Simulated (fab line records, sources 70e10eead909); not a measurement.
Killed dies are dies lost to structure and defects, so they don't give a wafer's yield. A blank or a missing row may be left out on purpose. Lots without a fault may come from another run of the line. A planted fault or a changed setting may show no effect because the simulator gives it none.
Which tool did it? | flow nand_harc | 11 lots, 33 wafers sampled, at 5 steps of a route of 1302

WHAT THE GAUGES READ, wafer by wafer
NHARC_A_ONON_D1_INSPECT_32.
lot  | measured     | on                | raw_defect_count
L368 | day 8 02:03  | defect_inspect-01 | 54 75 91
L369 | day 8 18:55  | defect_inspect-02 | 57 65 69
L372 | day 9 21:57  | defect_inspect-02 | 51 48 46
L375 | day 11 14:21 | defect_inspect-02 | 103 114 109
L377 | day 12 05:55 | defect_inspect-02 | 70 39 50
L386 | day 15 23:24 | defect_inspect-02 | 105 94 68
L387 | day 16 08:43 | defect_inspect-01 | 81 83 78
L388 | day 16 16:28 | defect_inspect-02 | 89 57 122
L389 | day 17 01:00 | defect_inspect-02 | 34 50 37
L390 | day 17 11:05 | defect_inspect-01 | 74 82 118
L391 | day 17 21:48 | defect_inspect-01 | 114 166 106

NHARC_END_SORT_01.
lot  | measured     | on        | killed_at_array | killed_at_other | killed_at_periphery | killed_dies | killed_open | killed_short
L377 | day 28 15:27 | prober-01 | 41 43 35        | 1 4 3           | 7 8 4               | 49 55 42    | 6 4 2       | 4 3 3

WHICH TOOL RAN EACH LOT (tool, then ch and the chambers of the sampled wafers, then the start)
lot  | NHARC_A_CHANNEL_HOLE_D1_ETCH_34               | NHARC_A_CHANNEL_HOLE_D1_ETCH_19  | NHARC_A_CHANNEL_HOLE_D1_ETCH_26
L368 | rie_diel-11 ch 1,2,3, day 8 06:21 or earlier  | har_etch-01 ch 0,1, day 8 06:21  | har_etch-01 ch 0,1, day 8 10:08
L369 | rie_diel-13 ch 0,2,3, day 9 03:46 or earlier  | har_etch-01 ch 0,1, day 9 03:46  | har_etch-01 ch 0,1, day 9 07:31
L372 | rie_diel-11 ch 0,1,3, day 10 03:24 or earlier | har_etch-01 ch 0,1, day 10 03:24 | har_etch-01 ch 0,1, day 10 07:12
L375 | rie_diel-04 ch 1,2, day 12 01:37 or earlier   | har_etch-01 ch 0,1, day 12 01:37 | har_etch-01 ch 0,1, day 12 05:23
L377 | rie_diel-11 ch 0,1,3, day 12 16:40 or earlier | har_etch-01 ch 0,1, day 12 16:40 | har_etch-01 ch 0,1, day 12 20:28
L386 | rie_diel-13 ch 0,3, day 16 03:37 or earlier   | har_etch-01 ch 0,1, day 16 03:37 | har_etch-01 ch 0,1, day 16 07:24
L387 | rie_diel-11 ch 1,3, day 16 20:22 or earlier   | har_etch-01 ch 0,1, day 16 20:22 | har_etch-01 ch 0,1, day 17 00:11
L388 | rie_diel-04 ch 0,1,3, day 17 00:31 or earlier | har_etch-01 ch 0,1, day 17 00:31 | har_etch-01 ch 0,1, day 17 04:19
L389 | rie_diel-11 ch 1,2,3, day 17 12:55 or earlier | har_etch-02 ch 0,1, day 17 12:55 | har_etch-02 ch 0,1, day 17 16:42
L390 | rie_diel-04 ch 0,1,2, day 17 17:08 or earlier | har_etch-02 ch 0,1, day 17 17:08 | har_etch-02 ch 0,1, day 17 20:56
L391 | rie_diel-11 ch 0,1, day 18 02:08 or earlier   | har_etch-01 ch 0,1, day 18 02:08 | har_etch-01 ch 0,1, day 18 05:55
- NHARC_A_CHANNEL_HOLE_D1_ETCH_34: etches the open film in CF4/CHF3, target depth 154 nm, time 77 s.
- NHARC_A_CHANNEL_HOLE_D1_ETCH_19: etches the open film in C4F8/O2/Ar, time 34.5 s.
- NHARC_A_CHANNEL_HOLE_D1_ETCH_26: etches the open film in C4F8/O2/Ar, time 224.1 s, target depth 300 nm.

WHAT THE TOOLS THEMSELVES READ (means of the sampled wafers that have a number; where no wafer has one, the mark that the record gives instead)
NHARC_A_CHANNEL_HOLE_D1_ETCH_34.
lot  | tool        | cf4_flow_sccm (sccm) | drypump_motor_current_A (A) | oes_product_au (a.u.) | rf_vpp_V (V) | showerhead_plenum_p_Torr (Torr) | throttle_valve_pct (%)
L368 | rie_diel-11 | 100.21               | 5.9                         | 0.916                 | 372.8        | 1.63                            | 16.801
L369 | rie_diel-13 | 100.06               | 5.7                         | 0.964                 | 370.2        | 1.56                            | 16.813
L372 | rie_diel-11 | 99.95                | 6.4                         | 0.947                 | 371.7        | 1.58                            | 16.806
L375 | rie_diel-04 | 99.96                | 5.9                         | 0.929                 | 368.9        | 1.52                            | 16.808
L377 | rie_diel-11 | 100.36               | 6.4                         | 0.968                 | 371.0        | 1.58                            | 16.807
L386 | rie_diel-13 | 99.91                | 5.9                         | 0.951                 | 373.8        | 1.69                            | 16.803
L387 | rie_diel-11 | 99.89                | 6.3                         | 0.916                 | 372.4        | 1.62                            | 16.805
L388 | rie_diel-04 | 99.87                | 5.9                         | 0.977                 | 371.0        | 1.59                            | 16.799
L389 | rie_diel-11 | 100.18               | 5.9                         | 0.915                 | 372.2        | 1.63                            | 16.802
L390 | rie_diel-04 | 99.81                | 5.7                         | 0.974                 | 369.4        | 1.54                            | 16.799
L391 | rie_diel-11 | 99.73                | 6.5                         | 0.940                 | 368.6        | 1.54                            | 16.797

NHARC_A_CHANNEL_HOLE_D1_ETCH_19.
lot  | tool        | c4f8_flow_sccm (sccm) | drypump_motor_current_A (A) | he_backside_leak_sccm (sccm) | showerhead_plenum_p_Torr (Torr) | throttle_valve_pct (%)
L368 | har_etch-01 | 28.77                 | 5.52                        | 5.3                          | 3.70                            | 37.030
L369 | har_etch-01 | 28.82                 | 5.53                        | 5.2                          | 3.69                            | 37.035
L372 | har_etch-01 | 28.85                 | 5.36                        | 5.4                          | 3.60                            | 37.033
L375 | har_etch-01 | 24.02                 | 5.52                        | 5.2                          | 3.65                            | 36.734
L377 | har_etch-01 | 24.06                 | 5.55                        | 5.4                          | 3.64                            | 36.721
L386 | har_etch-01 | 28.82                 | 5.53                        | 5.5                          | 3.64                            | 37.045
L387 | har_etch-01 | 28.87                 | 5.35                        | 5.7                          | 3.55                            | 37.034
L388 | har_etch-01 | 28.85                 | 5.53                        | 5.6                          | 3.63                            | 37.040
L389 | har_etch-02 | 28.71                 | 5.86                        | 4.7                          | 3.99                            | 37.042
L390 | har_etch-02 | 28.82                 | 5.85                        | 4.8                          | 3.98                            | 37.049
L391 | har_etch-01 | 28.81                 | 5.35                        | 5.7                          | 3.53                            | 37.037

NHARC_A_CHANNEL_HOLE_D1_ETCH_26.
lot  | tool        | c4f8_flow_sccm (sccm) | drypump_motor_current_A (A) | he_backside_leak_sccm (sccm) | showerhead_plenum_p_Torr (Torr) | throttle_valve_pct (%)
L368 | har_etch-01 | 11.38                 | 5.54                        | 5.2                          | 3.70                            | 24.580
L369 | har_etch-01 | 11.42                 | 5.52                        | 5.4                          | 3.69                            | 24.590
L372 | har_etch-01 | 11.41                 | 5.36                        | 5.5                          | 3.59                            | 24.593
L375 | har_etch-01 | 11.37                 | 5.53                        | 5.4                          | 3.67                            | 24.577
L377 | har_etch-01 | 11.37                 | 5.53                        | 5.3                          | 3.66                            | 24.583
L386 | har_etch-01 | 11.38                 | 5.53                        | 6.6                          | 3.64                            | 24.596
L387 | har_etch-01 | 11.41                 | 5.36                        | 5.6                          | 3.54                            | 24.581
L388 | har_etch-01 | 11.41                 | 5.53                        | 5.6                          | 3.63                            | 24.578
L389 | har_etch-02 | 11.38                 | 5.86                        | 4.5                          | 3.99                            | 24.594
L390 | har_etch-02 | 11.38                 | 5.85                        | 4.7                          | 3.99                            | 24.586
L391 | har_etch-01 | 11.40                 | 5.36                        | 5.8                          | 3.53                            | 24.585

THE ANSWER, worked out from the rows above alone
Rule: what is usual is taken from the lots themselves. Put in order of their means at a reading, lots are off if they are a third of the lots or fewer, leave a main group of 4 or more, and stand apart from it by a gap of 3 or more times the standard deviation of the main group's means; of several such gaps the widest counts. A main group whose means are all the same, to the digits that the tables above print for the reading, isn't used. A lot without any number at a reading at which 4 lots or more have one is off too. The other lots that the step has rows for count as sound. The gauges are gone through in route order, then the tools' own readings, and for those a lot's mean is taken as printed above. The first step at which some lot is off is used, and at that step the reading that is off furthest; a lot without a number counts as furthest.
Off: L375, L377, at NHARC_A_CHANNEL_HOLE_D1_ETCH_19 (c4f8_flow_sccm). The main group: mean 28.81 sccm, standard deviation 0.045.
A tool fits if, at that step or a process step before it, it ran every lot that is off, and no sound lot after the first of them. NHARC_A_CHANNEL_HOLE_D1_ETCH_34 gives no start for some lots, so the hours and the order of its lots are those of NHARC_A_CHANNEL_HOLE_D1_ETCH_19. None of those tried fits.

WHAT THE SIMULATOR HAD PUT IN
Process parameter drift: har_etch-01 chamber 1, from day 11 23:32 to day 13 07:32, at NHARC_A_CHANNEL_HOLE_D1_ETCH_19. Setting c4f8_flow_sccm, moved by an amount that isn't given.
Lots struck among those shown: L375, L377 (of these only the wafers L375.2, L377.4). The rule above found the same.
